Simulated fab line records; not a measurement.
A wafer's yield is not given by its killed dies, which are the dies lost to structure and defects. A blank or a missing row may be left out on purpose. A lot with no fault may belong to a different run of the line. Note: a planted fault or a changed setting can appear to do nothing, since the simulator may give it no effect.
fab line records | flow n5-finfet
record: lots: 9 | wafers: 27 | last-day: 18
route steps=1938 shown BEOL_M0@748 BEOL_M1@769 BEOL_M4@1111 PASSIVATION@1936
lots that met no fault: from a run of the same line without faults
start-h: start of the lot's first displayed wafer, in hours after the record's first day | wait-h: how many hours have passed since the lot's step before this one | " as in the row above | L1.1+2: a row that stands for several wafers | - no value present, or no start provided | * or withheld: withheld | < > ~ a bound
route shown NAME@n: names a module that has steps shown in the file, with the first one's number in the route | usual: the fault-free wafers' mean and standard deviation | same: alike in all rows | chamber/n: place in a boat | sites: readings site by site | _std_site: standard deviation across them | _edge_site: inner sites' mean taken away from outer sites' mean | radius-mm: how far each site lies from the wafer's centre | mask NAME#n: copy n | behind: the tool/chamber that last shaped the wafer | hold: why the lot went on hold/how many hours it stayed there/how the hold came to an end | device: whichever transistor did not switch (one of n, p or np) | end of line: the tests these same wafers got at the end of their route | a step given without rows: its recipe and nothing more | killed: not the wafer's yield, but the dies lost to structure and defects at the first sort | map: a wafer's dies, x killed, . not, _ none there
set.NAME: setting as actually run; set.NAME@STEP: the setting as run at that earlier step | model.NAME: the simulator's own value behind a step, which no gauge read
route steps across a sampled set of lots; one table per step, one row per wafer
services: a tool's chamber out of use, with start hour (start-h, from the record's first day; less than 0 if before it), hours out, and reason
== steps ==
step: N5_BEOL_M0_DEP_125
recipe: material: SiCN | target-thk-a: 80 | temp-c: withheld | precursor: 3MS/NH3 | pressure-torr: 3 | rf-w: 202 | time-s: 14
usual: showerhead-plenum-p-Torr: 3.668/0.014 | throttle-valve-pct: 9.1/0.77
lot.wafer | tool     | chamber | start-h | wait-h | showerhead-plenum-p-Torr | throttle-valve-pct
L965.1    | pecvd-03 | 1       | 130.32  | 0.0    | 3.688                    | 9.9
L965.5    | "        | 0       | "       | "      | 3.675                    | 8.7
L965.6    | "        | 1       | "       | "      | 3.682                    | 9.7
L966.1    | pecvd-03 | 0       | 131.81  | 0.0    | 3.675                    | 8.9
L966.3    | "        | 1       | "       | "      | 3.691                    | 9.7
L966.5    | "        | 0       | "       | "      | 3.670                    | 8.9
L970.2    | pecvd-01 | 0       | 165.42  | 0.0    | 3.686                    | 9.4
L970.3    | "        | 1       | "       | "      | 3.668                    | 8.6
L970.6    | "        | 1       | "       | "      | 3.655                    | 8.7
L975.2    | pecvd-04 | 1       | 188.73  | 0.0    | 3.655                    | 9.2
L975.3    | "        | 1       | "       | "      | 3.656                    | 9.1
L975.5    | "        | 2       | "       | "      | 3.649                    | 8.3
L978.1    | pecvd-01 | 1       | 216.63  | 0.0    | 3.652                    | 8.6
L978.3    | "        | 0       | "       | "      | 3.689                    | 9.6
L978.5    | "        | 1       | "       | "      | 3.668                    | 8.9
L980.1    | pecvd-03 | 0       | 228.63  | 0.0    | 3.680                    | 8.8
L980.3    | "        | 2       | "       | "      | 3.659                    | 9.0
L980.4    | "        | 0       | "       | "      | 3.670                    | 8.9
L981.1    | pecvd-01 | 1       | 229.08  | 0.0    | 3.657                    | 8.5
L981.2    | "        | 0       | "       | "      | 3.680                    | 9.5
L981.5    | "        | 0       | "       | "      | 3.692                    | 9.4
L986.2    | pecvd-04 | 0       | 258.03  | 0.0    | 3.662                    | 11.1
L986.3    | "        | 2       | "       | "      | 3.647                    | 8.3
L986.6    | "        | 1       | "       | "      | 3.662                    | 9.2
L987.1    | pecvd-01 | 2       | 268.90  | 0.0    | 3.665                    | 7.8
L987.5    | "        | 0       | "       | "      | 3.677                    | 9.7
L987.6    | "        | 2       | "       | "      | 3.678                    | 7.8
step: N5_BEOL_M1_ETCH_63
recipe: chemistry: CF4 | target: SiARC | target-depth-a: 156 | mask-material: CAR-EUV | time-s: 26 | ion-energy-ev: 80 | pressure-mtorr: 40 | source-w: 545 | bias-w: 36 | Ar_flow_sccm: 100 | cf4-flow-sccm: 100 | ends: cleared
usual: drypump-motor-current-A: 5.6/0.41 | etch-rf-on-time-s: 26.1/0.68 | oes-product-au: 0.64/0.056 | rf-vpp-V: 184.1/1.1 | showerhead-plenum-p-Torr: 2.14/0.05 | throttle-valve-pct: 15.69/0.17
lot.wafer | tool        | chamber | start-h | wait-h | drypump-motor-current-A | etch-rf-on-time-s | oes-product-au | rf-hours-counter-h | rf-vpp-V | showerhead-plenum-p-Torr | throttle-valve-pct
L965.1    | rie-diel-05 | 2       | 133.77  | 0.0    | 5.3                     | 26.8              | 0.63           | 163                | 185.0    | 2.13                     | 15.49
L965.5    | "           | 2       | "       | "      | 5.3                     | 26.7              | 0.63           | -                  | 184.5    | 2.13                     | 15.49
L965.6    | "           | 1       | "       | "      | 5.5                     | 27.9              | 0.60           | -                  | 182.2    | 2.12                     | 15.69
L966.1    | rie-diel-05 | 1       | 134.00  | 0.0    | 5.5                     | 28.0              | 0.60           | 177                | 184.0    | 2.12                     | 15.70
L966.3    | "           | 0       | "       | "      | 5.8                     | 26.2              | 0.62           | 177                | 185.6    | 2.22                     | 15.77
L966.5    | "           | 1       | "       | "      | 5.5                     | 27.7              | 0.59           | -                  | 184.0    | 2.12                     | 15.68
L970.2    | rie-diel-04 | 2       | 169.16  | 0.0    | 6.5                     | 25.3              | 0.60           | 231                | 182.5    | 2.04                     | 15.63
L970.3    | "           | 0       | "       | "      | 6.1                     | 24.7              | 0.64           | 183                | 185.1    | 2.14                     | 15.69
L970.6    | "           | 2       | "       | "      | 6.5                     | 25.5              | 0.59           | -                  | 182.5    | 2.04                     | 15.63
L975.2    | rie-diel-05 | 0       | 190.72  | 0.0    | 5.8                     | 25.9              | 0.62           | 192                | 185.1    | 2.21                     | 15.80
L975.3    | "           | 3       | "       | "      | 5.8                     | 26.1              | 0.64           | 166                | 184.0    | 2.13                     | 15.69
L975.5    | "           | 1       | "       | "      | 5.6                     | 27.4              | 0.59           | -                  | 183.5    | 2.12                     | 15.71
L978.1    | rie-diel-05 | 2       | 217.97  | 0.0    | 5.3                     | 26.5              | 0.61           | 187                | 182.3    | 2.13                     | 15.52
L978.3    | "           | 3       | "       | "      | 5.8                     | 26.1              | 0.64           | 173                | 183.3    | 2.12                     | 15.71
L978.5    | "           | 0       | "       | "      | 5.8                     | 25.9              | 0.61           | -                  | 185.8    | 2.21                     | 15.82
L980.1    | rie-diel-04 | 2       | 230.25  | 0.0    | 6.5                     | 25.3              | 0.59           | 246                | 181.9    | 2.03                     | 15.67
L980.3    | "           | 0       | "       | "      | 6.1                     | 25.3              | 0.62           | 201                | 183.9    | 2.14                     | 15.74
L980.4    | "           | 1       | "       | "      | 5.5                     | 26.1              | 0.66           | 125                | 185.3    | 2.15                     | 15.91
L981.1    | rie-diel-04 | 2       | 233.16  | 0.0    | 6.5                     | 25.6              | 0.58           | 247                | 182.4    | 2.03                     | 15.64
L981.2    | "           | 0       | "       | "      | 6.2                     | 25.2              | 0.63           | 202                | 185.7    | 2.14                     | 15.72
L981.5    | "           | 2       | "       | "      | 6.5                     | 25.5              | 0.59           | -                  | 181.9    | 2.03                     | 15.66
L986.2    | rie-diel-04 | 1       | 260.89  | 0.0    | 5.5                     | 26.5              | 0.65           | 135                | 184.3    | 2.15                     | 15.92
L986.3    | "           | 3       | "       | "      | 5.0                     | 25.6              | 0.84           | 2                  | 183.5    | 2.11                     | 15.39
L986.6    | "           | 3       | "       | "      | 5.0                     | 25.6              | 0.84           | -                  | 183.3    | 2.11                     | 15.37
L987.1    | rie-diel-05 | 2       | 270.14  | 0.0    | 5.2                     | 26.3              | 0.60           | 205                | 184.0    | 2.12                     | 15.56
L987.5    | "           | 2       | "       | "      | 5.2                     | 26.6              | 0.59           | -                  | 184.5    | 2.12                     | 15.56
L987.6    | "           | 0       | "       | "      | 5.8                     | 25.9              | 0.61           | -                  | 184.7    | 2.20                     | 15.84
step: N5_BEOL_M1_STRIP_66
recipe: chemistry: CF4 | resist: SiARC | power-w: 300 | bias-power-w: 75 | pressure-mtorr: 50 | cf4-flow-sccm: 150 | rf-frequency-hz: 6e+07
usual: drypump-motor-current-A: 5.6/0.41 | oes-product-au: 0.74/0.063 | power-w: 300.0/0.91 | rf-vpp-V: 271.1/1.3 | showerhead-plenum-p-Torr: 1.80/0.043 | throttle-valve-pct: 13.68/0.18
lot.wafer | tool        | chamber | start-h | wait-h | drypump-motor-current-A | oes-product-au | power-w | rf-hours-counter-h | rf-vpp-V | showerhead-plenum-p-Torr | throttle-valve-pct
L965.1    | rie-diel-05 | 2       | 133.93  | 0.0    | 5.2                     | 0.74           | 299.6   | 163                | 269.7    | 1.78                     | 13.45
L965.5    | "           | 2       | "       | "      | 5.2                     | 0.73           | 300.2   | -                  | 269.5    | 1.78                     | 13.46
L965.6    | "           | 1       | "       | "      | 5.5                     | 0.72           | 300.1   | -                  | 271.6    | 1.78                     | 13.71
L966.1    | rie-diel-05 | 1       | 134.15  | 0.0    | 5.6                     | 0.72           | 300.1   | 177                | 270.1    | 1.78                     | 13.70
L966.3    | "           | 0       | "       | "      | 5.8                     | 0.73           | 300.4   | 178                | 272.2    | 1.86                     | 13.76
L966.5    | "           | 1       | "       | "      | 5.5                     | 0.72           | 298.9   | -                  | 270.6    | 1.78                     | 13.71
L970.2    | rie-diel-04 | 2       | 169.32  | 0.0    | 6.5                     | 0.68           | 298.0   | 231                | 269.0    | 1.70                     | 13.60
L970.3    | "           | 0       | "       | "      | 6.1                     | 0.73           | 301.3   | 183                | 272.3    | 1.79                     | 13.68
L970.6    | "           | 2       | "       | "      | 6.5                     | 0.68           | 299.9   | -                  | 269.0    | 1.70                     | 13.61
L975.2    | rie-diel-05 | 0       | 190.87  | 0.0    | 5.8                     | 0.72           | 299.6   | 192                | 272.6    | 1.86                     | 13.79
L975.3    | "           | 3       | "       | "      | 5.8                     | 0.74           | 301.2   | 166                | 272.2    | 1.79                     | 13.69
L975.5    | "           | 1       | "       | "      | 5.6                     | 0.71           | 299.4   | -                  | 272.2    | 1.78                     | 13.73
L978.1    | rie-diel-05 | 2       | 218.12  | 0.0    | 5.3                     | 0.71           | 298.8   | 187                | 271.3    | 1.77                     | 13.52
L978.3    | "           | 3       | "       | "      | 5.9                     | 0.73           | 299.0   | 173                | 269.9    | 1.78                     | 13.73
L978.5    | "           | 0       | "       | "      | 5.8                     | 0.71           | 300.7   | -                  | 273.9    | 1.85                     | 13.82
L980.1    | rie-diel-04 | 2       | 230.41  | 0.0    | 6.5                     | 0.67           | 300.8   | 246                | 268.5    | 1.70                     | 13.64
L980.3    | "           | 0       | "       | "      | 6.1                     | 0.71           | 300.1   | 201                | 271.0    | 1.79                     | 13.72
L980.4    | "           | 1       | "       | "      | 5.5                     | 0.77           | 301.2   | 125                | 270.7    | 1.80                     | 13.88
L981.1    | rie-diel-04 | 2       | 233.31  | 0.0    | 6.5                     | 0.67           | 299.2   | 247                | 269.8    | 1.70                     | 13.64
L981.2    | "           | 0       | "       | "      | 6.1                     | 0.71           | 299.9   | 202                | 269.8    | 1.79                     | 13.71
L981.5    | "           | 2       | "       | "      | 6.5                     | 0.67           | 299.3   | -                  | 269.5    | 1.70                     | 13.64
L986.2    | rie-diel-04 | 1       | 261.05  | 0.0    | 5.5                     | 0.76           | 297.9   | 135                | 270.2    | 1.80                     | 13.91
L986.3    | "           | 3       | "       | "      | 4.9                     | 0.96           | 300.4   | 2                  | 270.6    | 1.76                     | 13.29
L986.6    | "           | 3       | "       | "      | 5.0                     | 0.96           | 299.7   | -                  | 270.0    | 1.76                     | 13.29
L987.1    | rie-diel-05 | 2       | 270.30  | 0.0    | 5.3                     | 0.71           | 298.6   | 205                | 272.6    | 1.77                     | 13.55
L987.5    | "           | 2       | "       | "      | 5.3                     | 0.70           | 301.4   | -                  | 270.3    | 1.77                     | 13.55
L987.6    | "           | 0       | "       | "      | 5.8                     | 0.70           | 298.7   | -                  | 273.1    | 1.85                     | 13.84
step: N5_BEOL_M1_OVL_MEAS_29
recipe: points-per-wafer: 522
usual: V0_OVL: -0.7/0.62
lot.wafer | tool       | chamber | start-h | wait-h | V0_OVL[nm]
L965.1    | overlay-02 | 0       | 134.58  | 0.0    | 0.3
L965.5    | "          | 0       | "       | "      | -1.0
L965.6    | "          | 0       | "       | "      | -0.6
L966.1    | overlay-02 | 0       | 134.94  | 0.0    | -0.4
L966.3    | "          | 0       | "       | "      | -1.2
L966.5    | "          | 0       | "       | "      | -0.6
L970.2    | overlay-02 | 0       | 170.02  | 0.0    | -1.1
L970.3    | "          | 0       | "       | "      | -1.4
L970.6    | "          | 0       | "       | "      | -1.4
L975.2    | overlay-01 | 0       | 191.58  | 0.0    | -1.2
L975.3    | "          | 0       | "       | "      | -1.0
L975.5    | "          | 0       | "       | "      | -1.2
L978.1    | overlay-01 | 0       | 218.91  | 0.0    | -1.3
L978.3    | "          | 0       | "       | "      | -0.7
L978.5    | "          | 0       | "       | "      | -1.0
L980.1    | overlay-01 | 0       | 231.11  | 0.0    | -0.6
L980.3    | "          | 0       | "       | "      | -1.0
L980.4    | "          | 0       | "       | "      | -0.5
L981.1    | overlay-01 | 0       | 234.15  | 0.0    | -0.4
L981.2    | "          | 0       | "       | "      | -0.7
L981.5    | "          | 0       | "       | "      | -1.0
L986.2    | overlay-01 | 0       | 261.80  | 0.0    | -0.1
L986.3    | "          | 0       | "       | "      | -0.2
L986.6    | "          | 0       | "       | "      | -0.5
L987.1    | overlay-02 | 0       | 270.99  | 0.0    | -1.0
L987.5    | "          | 0       | "       | "      | -1.1
L987.6    | "          | 0       | "       | "      | -0.3
step: N5_BEOL_M1_INSPECT_30
recipe: mode: adi | inspect-instrument: brightfield
usual: raw-defect-count: 391/93
lot.wafer | tool              | chamber | start-h | wait-h | raw-defect-count
L965.1    | defect-inspect-01 | -       | 134.67  | 0.1    | 274
L965.5    | "                 | -       | "       | "      | 344
L965.6    | "                 | -       | "       | "      | 379
L966.1    | defect-inspect-02 | -       | 135.00  | 0.1    | 379
L966.3    | "                 | -       | "       | "      | 517
L966.5    | "                 | -       | "       | "      | 492
L970.2    | defect-inspect-01 | -       | 170.07  | 0.0    | 385
L970.3    | "                 | -       | "       | "      | 331
L970.6    | "                 | -       | "       | "      | 379
L975.2    | defect-inspect-01 | -       | 191.63  | 0.0    | 1329
L975.3    | "                 | -       | "       | "      | 1481
L975.5    | "                 | -       | "       | "      | 1693
L978.1    | defect-inspect-02 | -       | 218.97  | 0.1    | 1440
L978.3    | "                 | -       | "       | "      | 1520
L978.5    | "                 | -       | "       | "      | 1501
L980.1    | defect-inspect-01 | -       | 231.17  | 0.1    | 479
L980.3    | "                 | -       | "       | "      | 409
L980.4    | "                 | -       | "       | "      | 463
L981.1    | defect-inspect-02 | -       | 234.20  | 0.1    | 264
L981.2    | "                 | -       | "       | "      | 292
L981.5    | "                 | -       | "       | "      | 338
L986.2    | defect-inspect-02 | -       | 261.86  | 0.0    | 392
L986.3    | "                 | -       | "       | "      | 392
L986.6    | "                 | -       | "       | "      | 457
L987.1    | defect-inspect-01 | -       | 271.05  | 0.1    | 335
L987.5    | "                 | -       | "       | "      | 410
L987.6    | "                 | -       | "       | "      | 351
step: N5_BEOL_M4_RC_MEAS_101
usual: DIBL_N: 36.2/1.6 | DIBL_P: 36.1/2 | IOFF_N: 0.16/0.032 | IOFF_P: 0.22/0.036 | ION_N: 672/11 | ION_P: 463/7.5 | SS_N: 71.4/0.58 | SS_P: 73.2/0.67 | VT_N: 250/3.3 | VT_P: -250/3.3
lot.wafer | tool      | chamber | start-h | wait-h | DIBL_N[mV/V] | DIBL_P[mV/V] | IOFF_N[nA/um] | IOFF_P[nA/um] | ION_N[uA/um] | ION_P[uA/um] | SS_N[mV/dec] | SS_P[mV/dec] | VT_N[mV] | VT_P[mV]
L965.1    | prober-01 | 0       | 175.49  | 0.0    | 35.8         | 35.9         | 0.15          | 0.24          | 678          | 477          | 71.1         | 73.3         | 249      | -246
L965.5    | "         | 0       | "       | "      | 33.8         | 32.6         | 0.11          | 0.19          | 659          | 464          | 70.3         | 72.6         | 253      | -251
L965.6    | "         | 0       | "       | "      | 35.6         | 34.7         | 0.15          | 0.22          | 672          | 470          | 71.3         | 72.8         | 248      | -247
L966.1    | prober-02 | 0       | 179.65  | 0.0    | 35.8         | 36.9         | 0.15          | 0.22          | 678          | 470          | 71.6         | 73.6         | 248      | -250
L966.3    | "         | 0       | "       | "      | 35.9         | 35.7         | 0.15          | 0.19          | 664          | 457          | 71.4         | 72.8         | 249      | -252
L966.5    | "         | 0       | "       | "      | 38.0         | 39.7         | 0.19          | 0.27          | 675          | 469          | 72.2         | 74.3         | 249      | -249
L970.2    | prober-02 | 0       | 217.83  | 0.2    | 36.2         | 36.8         | 0.15          | 0.20          | 654          | 455          | 72.1         | 73.0         | 252      | -251
L970.3    | "         | 0       | "       | "      | 35.3         | 34.3         | 0.12          | 0.17          | 665          | 461          | 71.8         | 72.3         | 255      | -253
L970.6    | "         | 0       | "       | "      | 37.4         | 39.0         | 0.18          | 0.23          | 671          | 458          | 71.7         | 74.2         | 248      | -250
L975.2    | prober-01 | 0       | 238.05  | 0.2    | 35.3         | 35.8         | 0.15          | 0.24          | 675          | 474          | 71.6         | 72.6         | 250      | -246
L975.3    | "         | 0       | "       | "      | 36.7         | 37.5         | 0.18          | 0.27          | 681          | 474          | 72.1         | 73.8         | 247      | -243
L975.5    | "         | 0       | "       | "      | 36.0         | 36.4         | 0.15          | 0.24          | 677          | 471          | 71.7         | 73.5         | 250      | -247
L981.1    | prober-02 | 0       | 273.13  | 0.0    | 34.6         | 34.6         | 0.12          | 0.18          | 661          | 458          | 71.6         | 72.5         | 254      | -253
L981.2    | "         | 0       | "       | "      | 35.1         | 35.6         | 0.13          | 0.19          | 667          | 461          | 71.1         | 72.6         | 254      | -250
L981.5    | "         | 0       | "       | "      | 36.8         | 38.2         | 0.15          | 0.23          | 679          | 470          | 72.1         | 73.9         | 251      | -250
L980.1    | prober-02 | 0       | 276.46  | 0.0    | 34.2         | 33.8         | 0.13          | 0.18          | 647          | 455          | 70.6         | 72.7         | 253      | -253
L980.3    | "         | 0       | "       | "      | 33.3         | 32.6         | 0.13          | 0.17          | 657          | 459          | 70.6         | 72.4         | 251      | -251
L980.4    | "         | 0       | "       | "      | 36.3         | 36.6         | 0.17          | 0.23          | 665          | 457          | 72.2         | 73.4         | 248      | -250
L978.1    | prober-01 | 0       | 278.71  | 0.0    | 34.1         | 34.8         | 0.13          | 0.16          | 669          | 455          | 71.1         | 72.4         | 252      | -256
L978.3    | "         | 0       | "       | "      | 35.1         | 36.3         | 0.14          | 0.18          | 668          | 459          | 70.8         | 72.5         | 252      | -256
L978.5    | "         | 0       | "       | "      | 34.9         | 35.6         | 0.13          | 0.17          | 656          | 444          | 70.9         | 73.1         | 254      | -255
L986.2    | prober-02 | 0       | 323.01  | 0.2    | 33.9         | 34.4         | 0.12          | 0.17          | 661          | 464          | 70.6         | 71.7         | 254      | -253
L986.3    | "         | 0       | "       | "      | 35.4         | 37.0         | 0.14          | 0.20          | 679          | 466          | 70.3         | 72.9         | 253      | -249
L986.6    | "         | 0       | "       | "      | 34.7         | 36.1         | 0.13          | 0.19          | 669          | 466          | 70.5         | 72.2         | 254      | -252
L987.1    | prober-02 | 0       | 339.85  | 0.0    | 38.7         | 39.5         | 0.20          | 0.25          | 694          | 469          | 72.4         | 73.6         | 244      | -246
L987.5    | "         | 0       | "       | "      | 36.5         | 37.2         | 0.16          | 0.22          | 679          | 470          | 72.2         | 73.4         | 250      | -247
L987.6    | "         | 0       | "       | "      | 34.7         | 35.7         | 0.13          | 0.20          | 661          | 465          | 71.4         | 72.2         | 252      | -252
step: N5_PASSIVATION_PROBE_49
usual: defect-limited-yield: 91.4/1.3 | killed_at_M0_to_M3: 34/10 | killed_at_M4_up: 14/5.6 | killed-at-contacts: 13/5.9 | killed-at-front-end: 37/9.9 | killed-at-other: 3.5/2.8 | killed-dies: 101/15 | killed-on-rim: 13/3.9 | killed-open: 67/12 | killed-short: 32/6.6 | sort_bin_5_function: 5.0/0.81 | sort_bin_6_memory: 3.2/0.66 | sort-n-pass: 1079/15 | sort-yield-pct: 91.4/1.3
same: gross-dies: 1180 | killed-at-back-side: 0 | sort_bin_4_leakage[%]: 0 | sort_bin_8_speed[%]: 0
lot.wafer | tool      | chamber | start-h | wait-h | defect-limited-yield[%] | killed_at_M0_to_M3 | killed_at_M4_up | killed-at-contacts | killed-at-front-end | killed-at-other | killed-dies | killed-on-rim | killed-open | killed-short | sort_bin_5_function[%] | sort_bin_6_memory[%] | sort-n-pass | sort-yield-pct[%]
L975.2    | prober-01 | -       | 342.33  | 0.1    | 84.0                    | 121                | 13              | 20                 | 33                  | 2               | 189         | 28            | 58          | 28           | 9.2                    | 3.6                  | 991         | 84.0
L975.3    | prober-01 | -       | 342.38  | 0.1    | 88.6                    | 68                 | 10              | 14                 | 36                  | 7               | 135         | 30            | 49          | 30           | 5.8                    | 3.1                  | 1045        | 88.6
L975.5    | prober-01 | -       | 342.48  | 0.2    | 81.1                    | 164                | 10              | 14                 | 33                  | 2               | 223         | 28            | 50          | 25           | 12.1                   | 2.8                  | 957         | 81.1
L980.1    | prober-01 | -       | 376.57  | 0.0    | 89.5                    | 32                 | 13              | 18                 | 57                  | 4               | 124         | 12            | 75          | 48           | 6.4                    | 3.6                  | 1056        | 89.5
L980.3    | prober-01 | -       | 376.67  | 0.1    | 91.9                    | 53                 | 6               | 11                 | 26                  | 0               | 96          | 15            | 69          | 27           | 4.1                    | 4.0                  | 1084        | 91.9
L980.4    | prober-01 | -       | 376.72  | 0.2    | 89.8                    | 53                 | 10              | 15                 | 42                  | 0               | 120         | 16            | 84          | 36           | 5.8                    | 3.9                  | 1060        | 89.8
L978.1    | prober-02 | -       | 396.56  | 0.0    | 84.2                    | 124                | 6               | 13                 | 37                  | 7               | 187         | 34            | 64          | 26           | 9.2                    | 3.6                  | 993         | 84.2
L978.3    | prober-02 | -       | 396.66  | 0.1    | 89.8                    | 59                 | 9               | 18                 | 33                  | 1               | 120         | 24            | 58          | 20           | 5.9                    | 3.0                  | 1060        | 89.8
L978.5    | prober-02 | -       | 396.76  | 0.2    | 81.4                    | 144                | 17              | 9                  | 36                  | 13              | 219         | 36            | 89          | 34           | 10.7                   | 4.6                  | 961         | 81.4
killed by level:class
L975.2 BEOL_M1:unspecified=102 MOL_CONTACT_COAG:geometric-particle:open=14 FIN_SAQP:geometric-particle:open=6 MOL_CONTACT_COAG:geometric-particle:short=6 BEOL_M4:geometric-particle:open=6 FIN_SAQP:geometric-particle:short=5 DUMMY_GATE:geometric-particle:open=4 BEOL_M0_SAQP:geometric-particle:open=4
L975.3 BEOL_M1:unspecified=51 MOL_CONTACT_COAG:geometric-particle:open=12 FIN_SAQP:geometric-particle:short=8 FIN_SAQP:geometric-particle:open=7 BEOL_M4:geometric-particle:open=6 STI_FIN_REVEAL:geometric-particle:open=5 HKMG_FIN:area-etch=5 BEOL_M0_SAQP:geometric-particle:short=4
L975.5 BEOL_M1:unspecified=145 MOL_CONTACT_COAG:geometric-particle:open=12 FIN_SAQP:geometric-particle:open=7 BEOL_M0:geometric-particle:open=6 BEOL_M0_SAQP:geometric-particle:open=6 FIN_SAQP:geometric-particle:short=4 DUMMY_GATE:geometric-particle:open=4 GATE_CUT:geometric-particle:open=4
L980.1 STI_FIN_REVEAL:geometric-particle:open=17 MOL_CONTACT_COAG:geometric-particle:open=11 FIN_SAQP:geometric-particle:short=7 GATE_CUT:geometric-particle:short=7 MOL_CONTACT_COAG:geometric-particle:short=7 BEOL_M0_SAQP:geometric-particle:short=6 BEOL_M0_SAQP:geometric-particle:open=6 FIN_SAQP:geometric-particle:open=5
L980.3 BEOL_M0_SAQP:geometric-particle:open=12 MOL_CONTACT_COAG:geometric-particle:open=11 BEOL_M0_SAQP:geometric-particle:short=10 BEOL_M1:geometric-particle:open=8 BEOL_M3:geometric-particle:open=8 FIN_SAQP:geometric-particle:open=6 BEOL_M2:geometric-particle:open=6 STI_FIN_REVEAL:geometric-particle:open=4
L980.4 MOL_CONTACT_COAG:geometric-particle:open=14 BEOL_M0_SAQP:geometric-particle:short=14 BEOL_M0_SAQP:geometric-particle:open=13 STI_FIN_REVEAL:geometric-particle:open=12 FIN_SAQP:geometric-particle:open=7 BEOL_M1:geometric-particle:open=7 GATE_CUT:geometric-particle:short=6 BEOL_M2:geometric-particle:open=6
L978.1 BEOL_M1:unspecified=96 STI_FIN_REVEAL:geometric-particle:open=12 MOL_CONTACT_COAG:geometric-particle:open=12 BEOL_M0_SAQP:geometric-particle:open=9 BEOL_M0_SAQP:geometric-particle:short=6 FIN_SAQP:geometric-particle:open=4 BEOL_M1:geometric-particle:open=4 BEOL_M2:geometric-particle:open=4
L978.3 BEOL_M1:unspecified=40 MOL_CONTACT_COAG:geometric-particle:open=16 STI_FIN_REVEAL:geometric-particle:open=12 BEOL_M1:geometric-particle:open=8 FIN_SAQP:geometric-particle:open=6 STI_FIN_REVEAL:geometric-particle:short=4 BEOL_M0_SAQP:geometric-particle:short=3 ILD0:geometric-particle:open=2
L978.5 BEOL_M1:unspecified=96 STI_FIN_REVEAL:geometric-particle:open=15 BEOL_M0_SAQP:geometric-particle:open=11 BEOL_M1:geometric-particle:open=9 MOL_CONTACT_COAG:geometric-particle:open=9 BEOL_M0_SAQP:geometric-particle:short=9 BEOL_M4:geometric-particle:open=8 BEOL_M2:geometric-particle:open=7
== services ==
tool        | chamber | start-h | hours | kind
pecvd-04    | 1       | 107.70  | 5.5   | scheduled-down
pecvd-04    | -       | 116.67  | 4.2   | repair
rie-diel-04 | -       | 118.88  | 14.6  | pm
pecvd-01    | -       | 145.77  | 0.4   | repair
rie-diel-04 | 3       | 164.80  | 1.4   | repair
pecvd-01    | 0       | 165.47  | 5.0   | scheduled-down
pecvd-01    | -       | 167.41  | 28.1  | pm
pecvd-04    | 0       | 185.10  | 15.7  | repair
pecvd-03    | -       | 200.41  | 0.4   | repair
pecvd-01    | 2       | 202.38  | -     | clean
pecvd-01    | 2       | 202.38  | -     | consumable-replace:showerhead
pecvd-01    | 2       | 202.38  | 29.0  | scheduled-down
pecvd-01    | 2       | 202.38  | 29.0  | vent-cycle
pecvd-03    | 0       | 214.70  | 6.0   | repair
pecvd-04    | -       | 229.60  | 7.4   | repair
rie-diel-04 | 3       | 230.43  | -     | clean
rie-diel-04 | 3       | 230.43  | -     | consumable-replace:focus-ring
rie-diel-04 | 3       | 230.43  | 24.4  | scheduled-down
rie-diel-04 | 3       | 230.43  | 24.4  | vent-cycle
rie-diel-04 | 2       | 254.91  | -     | clean
rie-diel-04 | 2       | 254.91  | -     | consumable-replace:focus-ring
rie-diel-04 | 2       | 254.91  | -     | consumable-replace:showerhead
rie-diel-04 | 2       | 254.91  | 16.8  | scheduled-down
rie-diel-04 | 2       | 254.91  | 16.8  | vent-cycle
== key ==
first-sign: step: N5_BEOL_M1_INSPECT_30 | reading: raw-defect-count | direction: up | sigmas: 12 | usual: 391 | struck: 1494
effect: step: N5_PASSIVATION_PROBE_49 | reading: killed_at_M0_to_M3 | direction: up | sigmas: 7.6 | usual: 34 | struck: 113
more-kills-born-at: N5_BEOL_M1_STRIP_66@rie-diel-05: 530
met-at N5_BEOL_M1_STRIP_66
struck-lots L975,L978
not-acting-at N5_BEOL_M0_DEP_125,N5_BEOL_M1_ETCH_63,N5_BEOL_M1_OVL_MEAS_29
onset-between 134.15 190.87
fault: kind: chamber-particle-source | tool: rie-diel-05 | chamber: - | onset-h: 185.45 | steps: N5_BEOL_M1_STRIP_66 | rate-per-visit-cm2: 1.7683 | end-h: 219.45
